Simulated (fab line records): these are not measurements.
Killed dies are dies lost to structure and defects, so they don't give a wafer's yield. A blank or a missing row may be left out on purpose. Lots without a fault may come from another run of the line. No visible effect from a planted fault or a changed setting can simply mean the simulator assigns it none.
Which tool did it? || flow n5-finfet || 13 lots, 36 wafers sampled, at 5 steps of a route of 1938

## WHAT EACH GAUGE READ, for each wafer
N5_BEOL_M7_CD_MEAS_35: target cd 40 nm.
{"lot": "L979", "measured": "day 9 14:16", "on": "cd-sem-03", "cd-nm (nm)": "40.2 39.4 40.1"}
{"lot": "L980", "measured": "day 10 10:58", "on": "cd-sem-01", "cd-nm (nm)": "38.9 40.0 38.9"}
{"lot": "L982", "measured": "day 10 20:29", "on": "cd-sem-02", "cd-nm (nm)": "40.8 41.6 41.2"}
{"lot": "L983", "measured": "day 11 02:53", "on": "cd-sem-03", "cd-nm (nm)": "38.3 38.8 39.2"}
{"lot": "L984", "measured": "day 11 04:11", "on": "cd-sem-01", "cd-nm (nm)": "39.7 40.0 40.4"}
{"lot": "L986", "measured": "day 11 16:25", "on": "cd-sem-02", "cd-nm (nm)": "40.1 40.2 39.9"}
{"lot": "L988", "measured": "day 11 19:16", "on": "cd-sem-01", "cd-nm (nm)": "39.6 39.4 39.7"}
{"lot": "L987", "measured": "day 11 21:08", "on": "cd-sem-01", "cd-nm (nm)": "39.3 40.2 39.9"}
{"lot": "L990", "measured": "day 12 17:38", "on": "cd-sem-02", "cd-nm (nm)": "39.8 39.8 38.9"}
{"lot": "L992", "measured": "day 13 05:39", "on": "cd-sem-03", "cd-nm (nm)": "39.9 39.7"}
{"lot": "L998", "measured": "day 16 00:34", "on": "cd-sem-03", "cd-nm (nm)": "40.2 40.3 40.5"}
{"lot": "L999", "measured": "day 16 00:39", "on": "cd-sem-01", "cd-nm (nm)": "39.3 40.2"}
{"lot": "L100", "measured": "day 16 03:11", "on": "cd-sem-03", "cd-nm (nm)": "40.5 39.5"}

N5_BEOL_M7_THK_MEAS_53: measures by xrf.
{"lot": "L979", "measured": "day 9 16:22", "on": "film-metro-02", "M7_THK (nm)": "84.6 81.4 81.7"}
{"lot": "L980", "measured": "day 10 14:41", "on": "film-metro-02", "M7_THK (nm)": "80.3 80.2 78.5"}
{"lot": "L982", "measured": "day 11 00:11", "on": "film-metro-01", "M7_THK (nm)": "78.9 77.6 81.7"}
{"lot": "L983", "measured": "day 11 05:31", "on": "film-metro-02", "M7_THK (nm)": "77.4 79.5 82.0"}
{"lot": "L984", "measured": "day 11 06:18", "on": "film-metro-02", "M7_THK (nm)": "78.1 80.7 77.3"}
{"lot": "L986", "measured": "day 11 18:34", "on": "film-metro-01", "M7_THK (nm)": "83.4 80.9 81.5"}
{"lot": "L988", "measured": "day 11 21:02", "on": "film-metro-01", "M7_THK (nm)": "81.8 79.7 78.2"}
{"lot": "L987", "measured": "day 11 23:04", "on": "film-metro-02", "M7_THK (nm)": "78.9 82.4 77.4"}
{"lot": "L990", "measured": "day 12 21:20", "on": "film-metro-02", "M7_THK (nm)": "79.5 80.8 81.4"}
{"lot": "L992", "measured": "day 13 10:59", "on": "film-metro-02", "M7_THK (nm)": "76.4 78.0"}
{"lot": "L998", "measured": "day 16 04:26", "on": "film-metro-01", "M7_THK (nm)": "81.9 80.4 80.4"}
{"lot": "L999", "measured": "day 16 04:31", "on": "film-metro-02", "M7_THK (nm)": "82.1 79.4"}
{"lot": "L100", "measured": "day 16 05:19", "on": "film-metro-01", "M7_THK (nm)": "84.2 80.3"}

## TOOL THAT RAN EACH LOT (tool first, then ch and the chambers of the sampled wafers, then the start)
{"lot": "L979", "N5_BEOL_M7_SURFACE_TREAT_79": "pvd-sputter-01, day 9 15:15", "N5_BEOL_M7_ECD_50": "ecd-cu-01 ch 0,1, day 9 15:41", "N5_BEOL_M7_CMP_52": "cmp-02 ch 2,3, day 9 16:07"}
{"lot": "L980", "N5_BEOL_M7_SURFACE_TREAT_79": "pvd-sputter-02, day 10 12:50", "N5_BEOL_M7_ECD_50": "ecd-cu-02 ch 0,1, day 10 13:29", "N5_BEOL_M7_CMP_52": "cmp-04 ch 0,1, day 10 14:23"}
{"lot": "L982", "N5_BEOL_M7_SURFACE_TREAT_79": "pvd-sputter-01, day 10 23:09", "N5_BEOL_M7_ECD_50": "ecd-cu-02 ch 0,1, day 10 23:31", "N5_BEOL_M7_CMP_52": "cmp-03 ch 1,3, day 10 23:53"}
{"lot": "L983", "N5_BEOL_M7_SURFACE_TREAT_79": "pvd-sputter-01, day 11 04:08", "N5_BEOL_M7_ECD_50": "ecd-cu-01 ch 0,1, day 11 04:35", "N5_BEOL_M7_CMP_52": "cmp-03 ch 1,2, day 11 05:13"}
{"lot": "L984", "N5_BEOL_M7_SURFACE_TREAT_79": "pvd-sputter-01, day 11 05:14", "N5_BEOL_M7_ECD_50": "ecd-cu-02 ch 0, day 11 05:36", "N5_BEOL_M7_CMP_52": "cmp-02 ch 1,3, day 11 06:02"}
{"lot": "L986", "N5_BEOL_M7_SURFACE_TREAT_79": "pvd-sputter-01, day 11 17:27", "N5_BEOL_M7_ECD_50": "ecd-cu-02 ch 0,1, day 11 17:50", "N5_BEOL_M7_CMP_52": "cmp-04 ch 1,2,3, day 11 18:23"}
{"lot": "L988", "N5_BEOL_M7_SURFACE_TREAT_79": "pvd-sputter-02, day 11 20:04", "N5_BEOL_M7_ECD_50": "ecd-cu-02 ch 0,1, day 11 20:23", "N5_BEOL_M7_CMP_52": "cmp-02 ch 0,1,3, day 11 20:47"}
{"lot": "L987", "N5_BEOL_M7_SURFACE_TREAT_79": "pvd-sputter-03, day 11 21:53", "N5_BEOL_M7_ECD_50": "ecd-cu-02 ch 0,1, day 11 22:22", "N5_BEOL_M7_CMP_52": "cmp-02 ch 1,2, day 11 22:46"}
{"lot": "L990", "N5_BEOL_M7_SURFACE_TREAT_79": "pvd-sputter-02, day 12 20:10", "N5_BEOL_M7_ECD_50": "ecd-cu-02 ch 0,1, day 12 20:39", "N5_BEOL_M7_CMP_52": "cmp-04 ch 0,2,3, day 12 21:03"}
{"lot": "L992", "N5_BEOL_M7_SURFACE_TREAT_79": "pvd-sputter-02, day 13 09:32", "N5_BEOL_M7_ECD_50": "ecd-cu-02 ch 0,1, day 13 10:06", "N5_BEOL_M7_CMP_52": "cmp-03 ch 0,1, day 13 10:44"}
{"lot": "L998", "N5_BEOL_M7_SURFACE_TREAT_79": "pvd-sputter-01, day 16 02:50", "N5_BEOL_M7_ECD_50": "ecd-cu-01 ch 0,1, day 16 03:14", "N5_BEOL_M7_CMP_52": "cmp-02 ch 0,1,2, day 16 04:10"}
{"lot": "L999", "N5_BEOL_M7_SURFACE_TREAT_79": "pvd-sputter-01, day 16 03:22", "N5_BEOL_M7_ECD_50": "ecd-cu-02 ch 0,1, day 16 03:50", "N5_BEOL_M7_CMP_52": "cmp-03 ch 0,2, day 16 04:13"}
{"lot": "L100", "N5_BEOL_M7_SURFACE_TREAT_79": "pvd-sputter-03, day 16 04:05", "N5_BEOL_M7_ECD_50": "ecd-cu-02 ch 0,1, day 16 04:25", "N5_BEOL_M7_CMP_52": "cmp-03 ch 0,2, day 16 05:04"}
- N5_BEOL_M7_SURFACE_TREAT_79
- N5_BEOL_M7_ECD_50: material Cu, target thk 300 nm.
- N5_BEOL_M7_CMP_52: polishes, stops on SiCOH lowk, t overpolish 6.9 s, target thk 80 nm.

## AS READ BY THE TOOLS THEMSELVES (means over the sampled wafers that have a number; for cases with no such wafer, the mark the record gives instead)
N5_BEOL_M7_CMP_52.
{"lot": "L979", "tool": "cmp-02", "motor-current-A (A)": 6.1, "time-to-endpoint-s (s)": 66}
{"lot": "L980", "tool": "cmp-04", "motor-current-A (A)": 6.0, "time-to-endpoint-s (s)": 62}
{"lot": "L982", "tool": "cmp-03", "motor-current-A (A)": 5.8, "time-to-endpoint-s (s)": 64}
{"lot": "L983", "tool": "cmp-03", "motor-current-A (A)": 6.2, "time-to-endpoint-s (s)": 60}
{"lot": "L984", "tool": "cmp-02", "motor-current-A (A)": 5.6, "time-to-endpoint-s (s)": 62}
{"lot": "L986", "tool": "cmp-04", "motor-current-A (A)": 6.7, "time-to-endpoint-s (s)": 60}
{"lot": "L988", "tool": "cmp-02", "motor-current-A (A)": 6.0, "time-to-endpoint-s (s)": 63}
{"lot": "L987", "tool": "cmp-02", "motor-current-A (A)": 6.1, "time-to-endpoint-s (s)": 51}
{"lot": "L990", "tool": "cmp-04", "motor-current-A (A)": 6.4, "time-to-endpoint-s (s)": 47}
{"lot": "L992", "tool": "cmp-03", "motor-current-A (A)": 6.7, "time-to-endpoint-s (s)": 45}
{"lot": "L998", "tool": "cmp-02", "motor-current-A (A)": 6.1, "time-to-endpoint-s (s)": 59}
{"lot": "L999", "tool": "cmp-03", "motor-current-A (A)": 5.9, "time-to-endpoint-s (s)": 64}
{"lot": "L100", "tool": "cmp-03", "motor-current-A (A)": 6.0, "time-to-endpoint-s (s)": 66}

## THE ANSWER, worked out from the rows above alone
Rule: usual is defined by the lots themselves. Put in order of their means at a reading, lots are off if they are a third of the lots or fewer, leave a main group of 4 or more, and stand apart from it by a gap of 3 or more times the standard deviation of the main group's means; of several such gaps the widest counts. A main group whose means are all the same, to the digits that the tables above print for the reading, isn't used. Also off: a lot with no number at a reading for which 4 or more lots have one. All remaining lots with rows at the step are treated as sound. After the gauges, taken in route order, come the tools' own readings; for these a lot's mean is taken, as printed above. The first step at which some lot is off is used, and at that step the reading that is off furthest; a lot without a number counts as furthest.
Off at N5_BEOL_M7_CMP_52 (time-to-endpoint-s): L987, L990, L992. The main group: mean 63 s, standard deviation 2.3.
If a tool, at that step or one of the process steps before it, ran each lot that is off and ran no sound lot following the first of them, it fits. Of those tried, none fits.

## WHAT THE SIMULATOR PUT IN
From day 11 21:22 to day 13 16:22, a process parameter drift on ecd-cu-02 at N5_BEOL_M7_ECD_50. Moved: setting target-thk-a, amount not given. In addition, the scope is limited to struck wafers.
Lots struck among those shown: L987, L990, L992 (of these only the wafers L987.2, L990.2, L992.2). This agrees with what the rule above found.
